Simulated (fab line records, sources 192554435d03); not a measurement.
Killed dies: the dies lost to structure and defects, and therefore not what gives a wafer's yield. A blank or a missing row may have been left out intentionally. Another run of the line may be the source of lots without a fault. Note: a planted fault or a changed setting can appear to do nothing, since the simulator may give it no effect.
One fault through the eyes of 3 desks | flow n5 finfet | every desk sees just its own numbers, and what lay behind them comes last

== AT THE TOOL OWNER'S DESK: rie diel-04 ==
The tool's own readings at N5_BEOL_M0_CUTY_ETCH_63 (etches SOC in N2/H2, target depth 82.7 nm, overetch 16.5 nm, time 124 s): means of the sampled wafers that have a number, for each lot that ran on this tool. The brackets show how far a lot's mean lies from the usual mean; more than 4 standard deviations puts the lot out of limits, marked OUT.
Columns: A = bias w at N5_BEOL_M0_CUTY_ETCH_63, usual 150.0 W; B = drypump motor current A at N5_BEOL_M0_CUTY_ETCH_63, usual 5.7 A; C = oes product au at N5_BEOL_M0_CUTY_ETCH_63, usual 0.67 a.u.; D = rf vpp V at N5_BEOL_M0_CUTY_ETCH_63, usual 522.9 V; E = showerhead plenum p Torr at N5_BEOL_M0_CUTY_ETCH_63, usual 2.51 Torr; F = throttle valve pct at N5_BEOL_M0_CUTY_ETCH_63, usual 17.83 %
lot  | first seen here | A     | B   | C    | D     | E    | F
L496 | day 6 07:26     | 149.7 | 5.7 | 0.59 | 522.6 | 2.50 | 17.98
L507 | day 9 00:08     | 150.6 | 5.7 | 0.65 | 522.1 | 2.48 | 17.97
L510 | day 9 17:54     | 149.9 | 5.9 | 0.64 | 522.9 | 2.48 | 17.87
L511 | day 10 01:28    | 149.6 | 5.9 | 0.68 | 522.0 | 2.46 | 17.75
Result from this desk: across the 4 lots, nothing is out of limits.

== THE DEFECT DESK ==
Counts from the inspections along the route, per lot, as means over the sampled wafers that have a number. The brackets show how far a lot's mean lies from the usual mean; more than 4 standard deviations puts the lot out of limits, marked OUT.
Columns: A = raw defect count at N5_BEOL_M0_CUTY_INSPECT_59, usual 2.0
lot  | first seen here | A
L496 | day 6 07:19     | 2.7
L500 | day 7 10:13     | 0.7
L506 | day 8 21:59     | 2.3
L507 | day 8 23:59     | 2.0
L510 | day 9 17:30     | 3.0
L511 | day 10 01:22    | 2.0
Result from this desk: across the 6 lots, nothing is out of limits.

== AT THE METROLOGY DESK ==
What the gauges read for every lot (on any tool): the sampled wafers with a number, averaged. The brackets show how far a lot's mean lies from the usual mean; more than 4 standard deviations puts the lot out of limits, marked OUT. It has 12 readings; the 7 that lie furthest out on some lot are the ones shown.
Columns: A = cd nm at N5_BEOL_M0_CUTY_CD_MEAS_57, usual 199.3 nm; B = M0_ABLK_OVL at N5_BEOL_M0_CUTY_OVL_MEAS_58, usual -0.2 nm; C = ION_N at N5_BEOL_M4_RC_MEAS_101, usual 675 uA/um; D = ION_P at N5_BEOL_M4_RC_MEAS_101, usual 464 uA/um; E = SS_N at N5_BEOL_M4_RC_MEAS_101, usual 71.5 mV/dec; F = SS_P at N5_BEOL_M4_RC_MEAS_101, usual 73.3 mV/dec; G = VT_N at N5_BEOL_M4_RC_MEAS_101, usual 250 mV
lot  | first seen here | A     | B    | C   | D   | E    | F    | G
L496 | day 6 07:16     | 200.8 | -0.8 | 670 | 455 | 71.5 | 72.4 | 251
L500 | day 7 10:10     | 200.2 | -0.8 | 665 | 454 | 71.5 | 73.9 | 252
L506 | day 8 21:56     | 199.2 | -0.8 | 681 | 463 | 71.1 | 73.1 | 249
L507 | day 8 23:56     | 199.8 | -0.2 | 676 | 465 | 71.2 | 73.1 | 248
L510 | day 9 17:27     | 199.4 | -0.7 | 669 | 466 | 71.5 | 73.5 | 250
L511 | day 10 01:19    | 200.2 | -1.2 | 678 | 469 | 71.2 | 73.8 | 246
Result from this desk: across the 6 lots, nothing is out of limits.

== TAKEN TOGETHER ==
The tool owner's desk saw nothing out of limits.
Nothing the defect desk looked at was out of limits.
Metrology desk: nothing out of limits seen.

== WHAT THE SIMULATOR PUT IN ==
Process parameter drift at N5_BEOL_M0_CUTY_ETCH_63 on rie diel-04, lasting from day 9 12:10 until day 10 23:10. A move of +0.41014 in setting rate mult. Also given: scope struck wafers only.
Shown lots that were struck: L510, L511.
